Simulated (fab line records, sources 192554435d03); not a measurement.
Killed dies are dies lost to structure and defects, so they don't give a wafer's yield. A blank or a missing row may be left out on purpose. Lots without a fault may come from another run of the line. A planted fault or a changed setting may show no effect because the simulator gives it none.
Chamber matching | flow n5_finfet | N5_BEOL_M8_STRIP_36 on rie_diel-02: 4 sister chambers
The step strips in N2/H2. 20 wafers are shown with their chamber, then 10 later ones without.

WAFERS WITH THEIR CHAMBER
wafer  | chamber | throttle_valve_pct (%) | drypump_motor_current_A (A) | oes_product_au (a.u.)
L075.1 | 2       | 24.2                   | 5.70                        | 0.69
L075.2 | 1       | 24.2                   | 5.25                        | 0.73
L075.3 | 0       | 24.5                   | 5.70                        | 0.69
L076.2 | 0       | 24.4                   | 5.71                        | 0.70
L076.3 | 3       | 24.1                   | 5.78                        | 0.92
L076.6 | 3       | 24.1                   | 5.77                        | 0.92
L078.1 | 1       | 24.2                   | 5.22                        | 0.74
L078.5 | 2       | 24.2                   | 5.69                        | 0.70
L078.6 | 3       | 24.1                   | 5.74                        | 0.89
L079.3 | 1       | 24.2                   | 5.28                        | 0.74
L079.4 | 2       | 24.2                   | 5.68                        | 0.70
L079.5 | 3       | 24.1                   | 5.78                        | 0.90
L085.2 | 0       | 24.5                   | 5.71                        | 0.68
L085.3 | 3       | 24.1                   | 5.76                        | 0.89
L085.6 | 1       | 24.2                   | 5.22                        | 0.73
L086.1 | 1       | 24.2                   | 5.22                        | 0.73
L086.3 | 0       | 24.5                   | 5.68                        | 0.69
L086.4 | 1       | 24.2                   | 5.20                        | 0.72
L087.1 | 1       | 24.2                   | 5.26                        | 0.73
L087.2 | 0       | 24.5                   | 5.70                        | 0.67

SIGNATURES (means of the wafers above)
reading                 | chamber 0 | chamber 1 | chamber 2 | chamber 3 | scatter within a chamber
throttle_valve_pct      | 24.480    | 24.200    | 24.200    | 24.100    | 0.0224
drypump_motor_current_A | 5.7000    | 5.2357    | 5.6900    | 5.7660    | 0.0205
oes_product_au          | 0.6860    | 0.7314    | 0.6967    | 0.9040    | 0.0106
Rule: a wafer's distance from a chamber is the root of the sum, over the readings, of the square of ((its reading less the chamber's mean) divided by the reading's scatter). The wafer belongs to the nearest chamber; if the next one is less than 2 further off, it can't be placed. The scatter: the root of (the sum of the squares of (reading less its chamber's mean) over the shown wafers, divided by (wafers less chambers)).

WAFERS WITHOUT THEIR CHAMBER
wafer  | throttle_valve_pct (%) | drypump_motor_current_A (A) | oes_product_au (a.u.)
L087.3 | 24.1                   | 5.78                        | 0.86
L091.1 | 24.2                   | 5.72                        | 0.85
L091.3 | 24.2                   | 5.22                        | 0.72
L091.5 | 24.1                   | 5.76                        | 0.85
L092.2 | 23.8                   | 5.67                        | 0.92
L092.4 | 24.2                   | 5.20                        | 0.72
L092.5 | 23.8                   | 5.69                        | 0.93
L094.2 | 24.2                   | 5.17                        | 0.71
L094.4 | 24.2                   | 5.75                        | 0.83
L094.6 | 24.2                   | 5.19                        | 0.71

WHICH CHAMBER EACH WENT THROUGH
wafer  | from the rows above | in truth
L087.3 | 3                   | 3
L091.1 | 3                   | 3
L091.3 | 1                   | 1
L091.5 | 3                   | 3
L092.2 | 3                   | 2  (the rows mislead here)
L092.4 | 1                   | 1
L092.5 | 3                   | 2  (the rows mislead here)
L094.2 | 1                   | 1
L094.4 | 3                   | 3
L094.6 | 1                   | 1
Placed correctly: 8 of 10. Can't be placed from these rows: 0. Placed wrongly: 2.
